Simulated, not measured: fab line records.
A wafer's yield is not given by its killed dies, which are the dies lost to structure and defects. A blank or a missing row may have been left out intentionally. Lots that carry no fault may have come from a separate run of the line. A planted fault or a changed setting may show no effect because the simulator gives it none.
Comparing a struck lot with a sound one + flow nand harc + 37 steps out of a route of 1302
Sound: these wafers, L617.2, L617.4, L617.6. Wafers L621.1, L621.3, L621.5 were the ones struck. The cause is given at the end.
For every step that has rows: the tool of each side, followed by ch and its chambers, followed by its first start. Under that, the readings that differ: sound wafers + struck wafers + difference of the means + sigmas: that difference in standard deviations of wafers without a fault.
alike: words and numbers the same on both sides, and readings whose means are apart by under 2 such deviations; not compared: readings that were withheld, readings missing a value for some wafer, numbers with overlapping values and no deviation given by the record, and bounds like >300 which may hide the same value.
The two part at a step that has a row with sigmas, a row that says differs or no value, or rows on one side only. Numbers that don't overlap but have no deviation are shown without sigmas and don't part them. A reading missing from all wafers of one side parts the sides only when that side holds two or more wafers.

first, 7 steps without rows for these wafers: NHARC_A_CHANNEL_HOLE_D1_COAT_37 (time 65 s); NHARC_A_CHANNEL_HOLE_D1_COAT_04 (resist thk 90 nm); NHARC_A_CHANNEL_HOLE_D1_SOFTBAKE_05 (time 55 s); NHARC_A_CHANNEL_HOLE_D1_EBR_06; NHARC_A_CHANNEL_HOLE_D1_EXPOSE_07 (exposes mask HOLE D1, target cd 100 nm); NHARC_A_CHANNEL_HOLE_D1_PEB_08 (peb time 65 s); NHARC_A_CHANNEL_HOLE_D1_DEVELOP_09 (develop time 35 s).
NHARC_A_CHANNEL_HOLE_D1_CD_MEAS_10: the cd target is 100 nm.
  sound on cd sem-02 ch 0, day 8 21:14; struck on cd sem-01 ch 0, day 10 17:26
  alike: cd nm
NHARC_A_CHANNEL_HOLE_D1_OVL_MEAS_11:
  struck on overlay-02, day 10 17:32; sound on overlay-01, day 8 21:20
  alike: overlay x nm, overlay y nm
NHARC_A_CHANNEL_HOLE_D1_INSPECT_12:
  struck on defect inspect-01, day 10 17:34; sound on defect inspect-01, day 8 21:22
  alike: raw defect count
NHARC_A_CHANNEL_HOLE_D1_DESCUM_15: chemistry O2, time 3 s.
  sound on rie diel-02 ch 0,1,2, day 8 21:25; struck on rie diel-02 ch 0,1,2, day 10 17:38
  alike: drypump motor current A, oes product au, rf vpp V, showerhead plenum p Torr, throttle valve pct
  not compared: rf hours counter h
NHARC_A_CHANNEL_HOLE_D1_ETCH_38: etches the open film in CF4, target depth 39 nm, time 65 s.
  sound on rie diel-02 ch 0,1,2, day 8 21:31; struck on rie diel-02 ch 0,2, day 10 17:43
  alike: drypump motor current A, oes product au, rf vpp V, showerhead plenum p Torr, throttle valve pct
  not compared: rf hours counter h
NHARC_A_CHANNEL_HOLE_D1_ETCH_39: etches the open film in N2/H2, target depth 260 nm, time 325 s.
  sound on rie diel-02 ch 0,1,2, day 8 21:39; struck on rie diel-02 ch 1,2,3, day 10 17:49
  alike: drypump motor current A, oes product au, rf vpp V, showerhead plenum p Torr, throttle valve pct
  not compared: rf hours counter h
then, 2 steps without rows for these wafers: NHARC_A_CHANNEL_HOLE_D1_ETCH_34 (etches the open film in CF4/CHF3, target depth 154 nm, time 77 s); NHARC_A_CHANNEL_HOLE_D1_ETCH_16 (etches the open film in O2/COS, target depth 3100 nm, time 806 s).
NHARC_A_CHANNEL_HOLE_D1_CD_MEAS_18:
  struck on cd sem-01, day 10 18:44; sound on cd sem-01, day 8 22:32
  alike: cd nm
then, 5 steps without rows for these wafers: NHARC_A_CHANNEL_HOLE_D1_ETCH_19 (etches the open film in C4F8/O2/Ar, time 34.5 s); NHARC_A_CHANNEL_HOLE_D1_ETCH_20 (etches the open film in C4F8/O2/Ar, time 361.9 s, target depth 1600 nm); NHARC_A_CHANNEL_HOLE_D1_ETCH_21 (etches the open film in C4F8/O2/Ar, time 514.3 s, target depth 1600 nm); NHARC_A_CHANNEL_HOLE_D1_ETCH_22 (etches the open film in C4F8/O2/Ar, time 666.7 s, target depth 1600 nm); NHARC_A_CHANNEL_HOLE_D1_ETCH_23 (etches the open film in C4F8/O2/Ar, time 819 s, target depth 1600 nm).
NHARC_A_CHANNEL_HOLE_D1_ETCH_24: etches the open film in C4F8/O2/Ar, time 906.2 s, target depth 1500 nm.
  sound on har etch-01 ch 0,1, day 9 03:10; struck on har etch-01 ch 0,1, day 10 20:55
  alike: drypump motor current A, oes air line au, showerhead plenum p Torr, temp c, throttle valve pct
  not compared: rf hours counter h
NHARC_A_CHANNEL_HOLE_D1_ETCH_25: etches the open film in C4F8/O2/Ar, time 1040.2 s, target depth 1500 nm.
  sound on har etch-01 ch 0,1, day 9 03:58; struck on har etch-01 ch 0,1, day 10 21:41
  alike: drypump motor current A, oes air line au, showerhead plenum p Torr, temp c, throttle valve pct
  not compared: rf hours counter h
then, 6 steps without rows for these wafers: NHARC_A_CHANNEL_HOLE_D1_ETCH_26 (etches the open film in C4F8/O2/Ar, time 224.1 s, target depth 300 nm); NHARC_A_CHANNEL_HOLE_D1_ETCH_33 (etches the open film in C4F8/O2/Ar, time 90 s, target depth 400 nm); NHARC_A_CHANNEL_HOLE_D1_STRIP_41 (strips in N2/H2); NHARC_A_CHANNEL_HOLE_D1_STRIP_42 (strips in CF4/CHF3); NHARC_A_CHANNEL_HOLE_D1_STRIP_43 (strips in O2/COS); NHARC_A_CHANNEL_HOLE_D1_ETCH_44 (etches the open film in CF4/O2, target depth 140 nm, overetch 14 nm, time 77 s).
NHARC_A_CHANNEL_HOLE_D1_STRIP_27: strips in O2.
  sound on rie diel-02 ch 0,1,3; struck on rie diel-05 ch 0,2
  alike: drypump motor current A, oes product au, rf vpp V, showerhead plenum p Torr, throttle valve pct
  not compared: rf hours counter h
then, 2 steps without rows for these wafers: NHARC_A_CHANNEL_HOLE_D1_PRECLEAN_28 (cleans in SC1); NHARC_A_CHANNEL_HOLE_D1_SRD_29.
NHARC_A_CHANNEL_HOLE_D1_CD_MEAS_30:
  struck on cd sem-01, day 11 00:19; sound on cd sem-03, day 9 06:26
  alike: cd nm
next, for these wafers, 1 step has no rows: NHARC_A_CHANNEL_HOLE_D1_XSEM_31.
NHARC_A_CHANNEL_HOLE_D1_INSPECT_40:
  struck on defect inspect-02, day 11 00:30; sound on defect inspect-02, day 9 06:37
| reading          | sound    | struck      | difference | sigmas |
|------------------|----------|-------------|------------|--------|
| raw defect count | 45 39 54 | 342 343 308 | +285       | +10    |
then, 1 step without rows for these wafers: NHARC_A_CHANNEL_FILL_D1_PRECLEAN_00 (cleans in SC1).
-- record jumps: 15 days between struck wafers' starts before vs after; left off in module A_CHANNEL_FILL_D1, resumes in module END, first step shown is number 1302 of the route --
NHARC_END_SORT_01:
  sound on prober-01 ch 0, day 25 04:04; struck on prober-02 ch 0, day 25 20:18
| reading         | sound    | struck     | difference | sigmas |
|-----------------|----------|------------|------------|--------|
| killed at array | 19 25 27 | 112 86 105 | +77        | +4     |
| killed dies     | 26 28 33 | 120 91 107 | +77        | +4     |
  alike: killed at other, killed at periphery, killed open, killed short

== WHERE THEY PART ==
Last at NHARC_END_SORT_01 as far as this record goes, first at NHARC_A_CHANNEL_HOLE_D1_INSPECT_40.

WHY: whatever the simulator had introduced
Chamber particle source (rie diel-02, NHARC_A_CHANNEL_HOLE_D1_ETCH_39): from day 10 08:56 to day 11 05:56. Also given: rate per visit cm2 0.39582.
